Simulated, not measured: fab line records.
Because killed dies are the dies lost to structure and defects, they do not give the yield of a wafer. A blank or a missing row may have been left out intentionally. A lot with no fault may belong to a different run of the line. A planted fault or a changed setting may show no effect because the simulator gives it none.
Matching of chambers | flow n5_finfet | N5_DUMMY_GATE_STRIP_40 on rie_diel-04 has 4 sister chambers
The step strips in CF4. 4 wafers are shown with their chamber, then 9 later ones without.

== WAFERS, EACH WITH ITS CHAMBER ==
wafer  | chamber | drypump_motor_current_A (A)
L081.2 | 1       | 5.0
L082.1 | 3       | 6.1
L093.4 | 2       | 6.3
L093.6 | 0       | 5.1

== WAFERS MISSING THEIR CHAMBER ==
wafer  | drypump_motor_current_A (A)
L094.1 | 6.1
L094.2 | 5.0
L094.6 | 6.1
L095.1 | 5.1
L095.5 | 5.1
L095.6 | 6.1
L096.1 | 6.0
L096.2 | 5.1
L096.6 | 5.0

== CHAMBER TAKEN BY EACH ==
wafer  | from the rows above | in truth
L094.1 | 3                   | 3
L094.2 | 1                   | 1
L094.6 | 3                   | 3
L095.1 | 0                   | 0
L095.5 | 0                   | 0
L095.6 | 3                   | 3
L096.1 | 3                   | 3
L096.2 | 0                   | 0
L096.6 | 1                   | 1
Correctly placed: 9 of 9. Number that these rows cannot place: 0. Number placed wrongly: 0.
How it was worked out, from the rows above alone: a wafer's distance from a chamber is the root of the sum, over the readings, of the square of ((its reading less the chamber's mean) divided by the reading's scatter). If the next closest chamber is less than 2 further off than the closest, the wafer can't be placed; otherwise it belongs to the closest. A chamber's mean is the mean of its shown wafers. The scatter: root of mean squared gap, hidden wafer to nearest shown wafer, with one shown wafer a chamber.
